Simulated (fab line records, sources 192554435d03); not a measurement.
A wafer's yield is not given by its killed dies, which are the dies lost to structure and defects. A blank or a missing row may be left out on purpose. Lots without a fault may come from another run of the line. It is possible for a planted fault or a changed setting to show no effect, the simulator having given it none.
The tool behind it: which one? | flow n5Finfet | 24 lots with 72 wafers sampled at 3 steps, on a route of 1938 steps

== WHAT EACH GAUGE READ, for each wafer ==
N5_BEOL_M10_OVL_MEAS_29. Usual: V9_OVL typically reads 0.7 nm, with standard deviation 0.71.
lot  | measured     | on         | V9_OVL (nm)   | flag
L076 | day 11 14:50 | overlay-01 | 1.9 1.1 1.3   | 
L074 | day 11 19:23 | overlay-02 | 0.8 1.1 0.1   | 
L075 | day 11 22:43 | overlay-01 | 1.8 2.0 2.6   | 
L077 | day 11 22:33 | overlay-02 | 0.0 1.4 0.1   | 
L078 | day 12 17:39 | overlay-01 | 0.4 1.4 1.0   | 
L080 | day 12 21:50 | overlay-02 | 1.7 1.9 0.5   | 
L079 | day 12 21:40 | overlay-01 | 0.4 -0.5 -0.8 | 
L081 | day 12 22:17 | overlay-02 | 0.0 -0.2 1.6  | 
L082 | day 13 06:53 | overlay-02 | -1.1 -0.3 0.8 | 
L083 | day 14 04:43 | overlay-01 | 0.8 1.0 1.3   | 
L084 | day 14 08:28 | overlay-02 | 1.2 0.5 1.1   | 
L087 | day 14 15:21 | overlay-01 | 0.9 -0.2 0.4  | 
L085 | day 14 17:11 | overlay-02 | 0.6 1.5 1.1   | 
L086 | day 14 18:34 | overlay-01 | -0.3 0.2 0.1  | 
L091 | day 15 21:13 | overlay-02 | 2.1 -0.2 -0.1 | 
L089 | day 16 00:39 | overlay-02 | 0.6 0.7 0.8   | 
L090 | day 16 00:36 | overlay-01 | -0.2 0.1 0.2  | 
L088 | day 16 00:49 | overlay-02 | 1.6 1.7 -0.1  | 
L092 | day 16 00:59 | overlay-01 | 0.4 0.7 -0.2  | 
L094 | day 16 11:55 | overlay-01 | 0.3 0.9 1.5   | 
L093 | day 16 14:02 | overlay-01 | 0.3 2.0 0.3   | 
L095 | day 16 22:49 | overlay-02 | 1.5 2.2 0.8   | 
L097 | day 17 08:52 | overlay-01 | 0.4 1.6 0.7   | 
L096 | day 17 09:02 | overlay-01 | 0.8 -0.4 1.5  | 

== TOOL THAT RAN EACH LOT (tool first, then ch and the chambers of the sampled wafers, then the start) ==
lot  | N5_BEOL_M9_STRIP_80                          | N5_BEOL_M9_SURFACE_TREAT_79
L076 | rieDiel-05 ch 0,1,2, day 11 09:04 or earlier | pvdSputter-03, day 11 09:04
L074 | rieDiel-02 ch 1,2,3, day 11 12:06 or earlier | pvdSputter-02, day 11 12:06
L075 | rieDiel-05 ch 0,2, day 11 16:12 or earlier   | pvdSputter-01, day 11 16:12
L077 | rieDiel-01 ch 0,2, day 11 16:19 or earlier   | pvdSputter-02, day 11 16:19
L078 | rieDiel-01 ch 1,2,3, day 12 10:53 or earlier | pvdSputter-01, day 12 10:53
L080 | rieDiel-05 ch 1,2,3, day 12 16:04 or earlier | pvdSputter-02, day 12 16:04
L079 | rieDiel-02 ch 1,2, day 12 16:16 or earlier   | pvdSputter-02, day 12 16:16
L081 | rieDiel-01 ch 0,3, day 12 16:38 or earlier   | pvdSputter-02, day 12 16:38
L082 | rieDiel-02 ch 1,2,3, day 12 23:44 or earlier | pvdSputter-03, day 12 23:44
L083 | rieDiel-01 ch 1,2,3, day 13 18:54 or earlier | pvdSputter-03, day 13 18:54
L084 | rieDiel-01 ch 2,3, day 14 01:13 or earlier   | pvdSputter-02, day 14 01:13
L087 | rieDiel-05 ch 1,2,3, day 14 10:20 or earlier | pvdSputter-03, day 14 10:20
L085 | rieDiel-02 ch 0,3, day 14 10:22 or earlier   | pvdSputter-03, day 14 10:22
L086 | rieDiel-05 ch 1,2, day 14 10:28 or earlier   | pvdSputter-01, day 14 10:28
L091 | rieDiel-02 ch 0,1,3, day 15 16:08 or earlier | pvdSputter-01, day 15 16:08
L089 | rieDiel-01 ch 0,1,3, day 15 16:14 or earlier | pvdSputter-03, day 15 16:14
L090 | rieDiel-05 ch 0,1,3, day 15 16:49 or earlier | pvdSputter-01, day 15 16:49
L088 | rieDiel-05 ch 0,1,2, day 15 18:41 or earlier | pvdSputter-01, day 15 18:41
L092 | rieDiel-05 ch 0,1,3, day 15 19:22 or earlier | pvdSputter-02, day 15 19:22
L094 | rieDiel-02 ch 0,1,3, day 16 07:19 or earlier | pvdSputter-01, day 16 07:19
L093 | rieDiel-01 ch 0,1,2, day 16 07:33 or earlier | pvdSputter-03, day 16 07:33
L095 | rieDiel-01 ch 0,2, day 16 15:45 or earlier   | pvdSputter-01, day 16 15:45
L097 | rieDiel-05 ch 1,2,3, day 17 00:31 or earlier | pvdSputter-02, day 17 00:31
L096 | rieDiel-01 ch 0,1,2, day 17 00:35 or earlier | pvdSputter-01, day 17 00:35
- N5_BEOL_M9_STRIP_80: strips in N2/H2, time 10 s.
- N5_BEOL_M9_SURFACE_TREAT_79

== AS READ BY THE TOOLS THEMSELVES (means over the sampled wafers that have a number; for cases with no such wafer, the mark the record gives instead) ==
N5_BEOL_M9_STRIP_80. Usual: drypumpMotorCurrentA 5.8 A, standard deviation 0.36; oesProductAu 0.81 a.u., standard deviation 0.089; rfVppV 59.3 V, standard deviation 0.84; showerheadPlenumPTorr 2.57 Torr, standard deviation 0.08; throttleValvePct 23.60 %, standard deviation 0.26.
lot  | tool       | drypumpMotorCurrentA (A) | oesProductAu (a.u.) | rfVppV (V) | showerheadPlenumPTorr (Torr) | throttleValvePct (%) | flag
L076 | rieDiel-05 | 5.8                      | 0.71                | 59.6       | 2.51                         | 23.57                | 
L074 | rieDiel-02 | 6.1                      | 0.82                | 60.4       | 2.60                         | 23.63                | 
L075 | rieDiel-05 | 5.7                      | 0.70                | 59.6       | 2.54                         | 23.69                | 
L077 | rieDiel-01 | 6.2                      | 0.86                | 60.2       | 2.62                         | 23.70                | 
L078 | rieDiel-01 | 5.8                      | 0.88                | 59.2       | 2.61                         | 23.47                | 
L080 | rieDiel-05 | 5.6                      | 0.80                | 59.4       | 2.50                         | 23.42                | 
L079 | rieDiel-02 | 5.9                      | 0.81                | 58.1       | 2.56                         | 23.56                | 
L081 | rieDiel-01 | 6.0                      | 0.81                | 59.0       | 2.56                         | 23.65                | 
L082 | rieDiel-02 | 6.1                      | 0.81                | 59.0       | 2.59                         | 23.65                | 
L083 | rieDiel-01 | 5.8                      | 0.87                | 59.2       | 2.61                         | 23.48                | 
L084 | rieDiel-01 | 5.8                      | 0.85                | 58.8       | 2.59                         | 23.40                | 
L087 | rieDiel-05 | 5.6                      | 0.78                | 59.1       | 2.49                         | 23.45                | 
L085 | rieDiel-02 | 5.8                      | 0.76                | 58.6       | 2.64                         | 24.00                | 
L086 | rieDiel-05 | 5.4                      | 0.71                | 58.6       | 2.43                         | 23.43                | 
L091 | rieDiel-02 | 5.8                      | 0.81                | 59.6       | 2.62                         | 23.83                | 
L089 | rieDiel-01 | 6.0                      | 0.81                | 58.9       | 2.57                         | 23.76                | 
L090 | rieDiel-05 | 6.0                      | 0.85                | 58.6       | 2.56                         | 23.53                | 
L088 | rieDiel-05 | 5.7                      | 0.79                | 59.9       | 2.50                         | 23.52                | 
L092 | rieDiel-05 | 6.0                      | 0.85                | 59.7       | 2.56                         | 23.54                | 
L094 | rieDiel-02 | 5.8                      | 0.80                | 58.9       | 2.62                         | 23.82                | 
L093 | rieDiel-01 | 6.0                      | 0.85                | 59.7       | 2.61                         | 23.67                | 
L095 | rieDiel-01 | 6.0                      | 0.87                | 59.1       | 2.63                         | 23.50                | 
L097 | rieDiel-05 | 5.6                      | 0.75                | 59.0       | 2.48                         | 23.46                | 
L096 | rieDiel-01 | 6.0                      | 0.84                | 59.7       | 2.61                         | 23.68                | 

== THE ANSWER, worked out from the rows above alone ==
Rule: take the mean of a lot's wafers that have a number; if it is more than 3 standard deviations from the usual mean, the lot is off. Also off: a lot with no number at a reading for which 4 or more lots have one. Any other lot the step has rows for is counted as sound. The gauges are gone through in route order, then the tools' own readings, and for those a lot's mean is taken as printed above. The first step at which some lot is off is used, and at that step the reading that is off furthest; a lot without a number counts as furthest.
No lot is off at any reading shown: from this, nothing can be told.

== WHAT THE SIMULATOR HAD PUT IN ==
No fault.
